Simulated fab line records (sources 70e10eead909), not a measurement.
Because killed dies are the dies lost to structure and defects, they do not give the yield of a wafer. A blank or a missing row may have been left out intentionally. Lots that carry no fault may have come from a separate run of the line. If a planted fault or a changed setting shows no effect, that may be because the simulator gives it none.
The tool behind it: which one? | flow nand-harc | 11 lots, 33 wafers sampled, at 6 steps of a route of 1159

WHAT THE GAUGES READ, wafer by wafer
NHARC_P_BONDPAD_CD_MEAS_09: target cd 500 nm. Usual: cd-nm reads 500.3 nm (standard deviation 1.6).
lot  | measured     | on        | cd-nm (nm)        | flag
L948 | day 6 14:01  | cd-sem-03 | 500.2 499.2 498.3 |
L947 | day 6 14:35  | cd-sem-02 | 500.6 502.0 502.3 |
L949 | day 7 02:40  | cd-sem-02 | 498.9 500.5 500.6 |
L950 | day 7 03:04  | cd-sem-01 | 500.5 501.1 503.0 |
L951 | day 7 05:40  | cd-sem-02 | 497.3 498.4 498.5 |
L952 | day 7 12:58  | cd-sem-01 | 497.5 500.3 499.2 |
L960 | day 9 15:03  | cd-sem-01 | 501.3 500.9 499.4 |
L959 | day 9 16:07  | cd-sem-03 | 497.7 499.0 498.6 |
L963 | day 10 10:11 | cd-sem-01 | 500.7 498.7 501.2 |
L966 | day 11 06:32 | cd-sem-01 | 499.0 500.1 499.3 |
L969 | day 11 19:24 | cd-sem-02 | 501.1 502.9 500.5 |

NHARC_P_BONDPAD_OVL_MEAS_38. Usual: overlay-x-nm 1 nm, standard deviation 4.7; overlay-y-nm 0 nm, standard deviation 6.6.
lot  | measured     | on         | overlay-x-nm (nm) | overlay-y-nm (nm) | flag
L948 | day 6 14:07  | overlay-02 | 4 4 4             | -3 -3 -4          |
L947 | day 6 14:40  | overlay-02 | 2 3 2             | 1 2 1             |
L949 | day 7 02:45  | overlay-01 | -10 -10 -10       | 7 7 7             |
L950 | day 7 03:10  | overlay-01 | 1 1 2             | 7 6 6             |
L951 | day 7 05:45  | overlay-01 | 0 0 0             | -5 -6 -6          |
L952 | day 7 13:04  | overlay-01 | -1 0 0            | -8 -9 -8          |
L960 | day 9 15:08  | overlay-02 | 9 10 10           | -3 -3 -4          |
L959 | day 9 16:13  | overlay-01 | -9 -9 -9          | 4 4 5             |
L963 | day 10 10:17 | overlay-01 | 3 2 3             | 11 12 11          |
L966 | day 11 06:37 | overlay-01 | -2 -2 -1          | 0 0 -1            |
L969 | day 11 19:29 | overlay-01 | 3 4 3             | -5 -5 -5          |

NHARC_A_ONON_D1_THK_MEAS_18: measures by ellipsometry. Usual: thk-nm reads 1001 nm (standard deviation 11).
lot  | measured     | on            | thk-nm (nm)    | flag
L948 | day 8 02:47  | film-metro-02 | 997 997 997    |
L947 | day 8 02:48  | film-metro-01 | 999 1000 998   |
L949 | day 8 15:38  | film-metro-02 | 1022 1021 1021 |
L950 | day 8 15:37  | film-metro-01 | 1015 1015 1016 |
L951 | day 8 15:38  | film-metro-01 | 987 990 987    |
L952 | day 9 01:23  | film-metro-01 | 990 992 993    |
L960 | day 11 03:50 | film-metro-01 | 1004 1004 1682 | OFF
L959 | day 11 04:13 | film-metro-01 | 1000 1000 1678 | OFF
L963 | day 12 00:29 | film-metro-02 | 996 997 996    |
L966 | day 12 21:37 | film-metro-02 | 1003 1004 1004 |
L969 | day 13 06:29 | film-metro-02 | 998 998 997    |

NHARC_END_SORT_01. Usual: killed-at-array 26, standard deviation 9.6; killed-at-other 0.7, standard deviation 0.92; killed-at-periphery 3.8, standard deviation 2.7; killed-dies 31, standard deviation 10; killed-open 3.3, standard deviation 1.7; killed-short 1.8, standard deviation 1.3.
lot  | measured     | on        | killed-at-array | killed-at-other | killed-at-periphery | killed-dies | killed-open | killed-short | flag
L960 | day 22 01:44 | prober-01 | 13 16 675       | 0 0 0           | 1 3 2               | 14 19 677   | 0 6 4       | 1 1 3        | OFF
L959 | day 22 01:46 | prober-02 | 18 30 669       | 1 0 0           | 2 1 8               | 21 31 677   | 2 3 5       | 4 2 2        | OFF

WHICH TOOL RAN EACH LOT (tool, then ch and the chambers of the sampled wafers, then the start)
lot  | NHARC_P_BONDPAD_PVD_17                  | NHARC_A_ONON_D1_DEP_16
L948 | pvd-sputter-02, day 8 02:17 or earlier  | pecvd-onon-04 ch 0, day 8 02:17
L947 | pvd-sputter-02, day 8 02:17 or earlier  | pecvd-onon-02 ch 0, day 8 02:17
L949 | pvd-sputter-01, day 8 15:07 or earlier  | pecvd-onon-02 ch 0, day 8 15:07
L950 | pvd-sputter-02, day 8 15:06 or earlier  | pecvd-onon-03 ch 0, day 8 15:06
L951 | pvd-sputter-01, day 8 15:06 or earlier  | pecvd-onon-04 ch 0, day 8 15:06
L952 | pvd-sputter-03, day 9 00:56 or earlier  | pecvd-onon-04 ch 0, day 9 00:56
L960 | pvd-sputter-02, day 11 03:20 or earlier | pecvd-onon-03 ch 0, day 11 03:20
L959 | pvd-sputter-03, day 11 03:41 or earlier | pecvd-onon-03 ch 0, day 11 03:41
L963 | pvd-sputter-02, day 11 23:59 or earlier | pecvd-onon-04 ch 0, day 11 23:59
L966 | pvd-sputter-03, day 12 21:11 or earlier | pecvd-onon-02 ch 0, day 12 21:11
L969 | pvd-sputter-02, day 13 05:58 or earlier | pecvd-onon-04 ch 0, day 13 05:58
- NHARC_P_BONDPAD_PVD_17: deposits TaN, target thk 5 nm, time 8.06 s.
- NHARC_A_ONON_D1_DEP_16: target thk 1000 nm.

AS READ BY THE TOOLS THEMSELVES (means over the sampled wafers that have a number; for cases with no such wafer, the mark the record gives instead)
NHARC_P_BONDPAD_PVD_17. Usual: chamber-pressure-pa 0.11998 Pa, standard deviation 0.00027; substrate-temp-c 50.02 C, standard deviation 0.11; throttle-valve-pct 30.6 %, standard deviation 0.78.
lot  | tool           | chamber-pressure-pa (Pa) | substrate-temp-c (C) | throttle-valve-pct (%) | flag
L948 | pvd-sputter-02 | 0.12006                  | 50.04                | 30.8                   |
L947 | pvd-sputter-02 | 0.11998                  | 50.16                | 31.3                   |
L949 | pvd-sputter-01 | 0.11981                  | 50.01                | 30.2                   |
L950 | pvd-sputter-02 | 0.11987                  | 50.01                | 30.2                   |
L951 | pvd-sputter-01 | 0.12017                  | 49.97                | 30.5                   |
L952 | pvd-sputter-03 | 0.12011                  | 49.95                | 31.4                   |
L960 | pvd-sputter-02 | 0.12010                  | 50.00                | 30.2                   |
L959 | pvd-sputter-03 | 0.11978                  | 50.07                | 30.7                   |
L963 | pvd-sputter-02 | 0.12002                  | 49.98                | 30.8                   |
L966 | pvd-sputter-03 | 0.11997                  | 50.05                | 30.3                   |
L969 | pvd-sputter-02 | 0.11994                  | 49.96                | 30.7                   |

NHARC_A_ONON_D1_DEP_16. Usual: susceptor-temp-C reads 399.93 C (standard deviation 0.22).
lot  | tool          | susceptor-temp-C (C) | flag
L948 | pecvd-onon-04 | 400.06               |
L947 | pecvd-onon-02 | 400.22               |
L949 | pecvd-onon-02 | 400.09               |
L950 | pecvd-onon-03 | 399.81               |
L951 | pecvd-onon-04 | 399.79               |
L952 | pecvd-onon-04 | 399.95               |
L960 | pecvd-onon-03 | 400.04               |
L959 | pecvd-onon-03 | 400.14               |
L963 | pecvd-onon-04 | 399.81               |
L966 | pecvd-onon-02 | 399.80               |
L969 | pecvd-onon-04 | 399.79               |

THE ANSWER, worked out from the rows above alone
Rule: a lot counts as off when the mean over its wafers that have a number is more than 3 standard deviations away from the usual mean. Also off: a lot with no number at a reading for which 4 or more lots have one. All remaining lots with rows at the step are treated as sound. Order of review: gauges by route order, followed by the tools' own readings, for which a lot's mean as printed above is used. At the first step where some lot is off, the reading lying furthest off is the one used; lots without a number count as furthest.
Off at NHARC_A_ONON_D1_THK_MEAS_18 (thk-nm): L960, L959.
A tool fits if, at a process step before that reading, it ran every lot that is off, and no sound lot after the first of them. The gauges at NHARC_A_ONON_D1_THK_MEAS_18 aren't tried: what is off there is off at NHARC_END_SORT_01 too, on other tools, and a gauge's error can't cause that. NHARC_P_BONDPAD_PVD_17 gives no start for some lots, so the hours and the order of its lots are those of NHARC_A_ONON_D1_DEP_16. One candidate fits, namely pecvd-onon-03 at NHARC_A_ONON_D1_DEP_16. Its last sound lot is L950 (day 8 15:06), its first lot that is off L960 (day 11 03:20): a fault that began between those two fits.

WHAT THE SIMULATOR PUT IN
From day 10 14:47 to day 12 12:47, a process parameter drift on pecvd-onon-03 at NHARC_A_ONON_D1_DEP_16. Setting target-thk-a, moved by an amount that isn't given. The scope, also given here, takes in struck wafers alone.
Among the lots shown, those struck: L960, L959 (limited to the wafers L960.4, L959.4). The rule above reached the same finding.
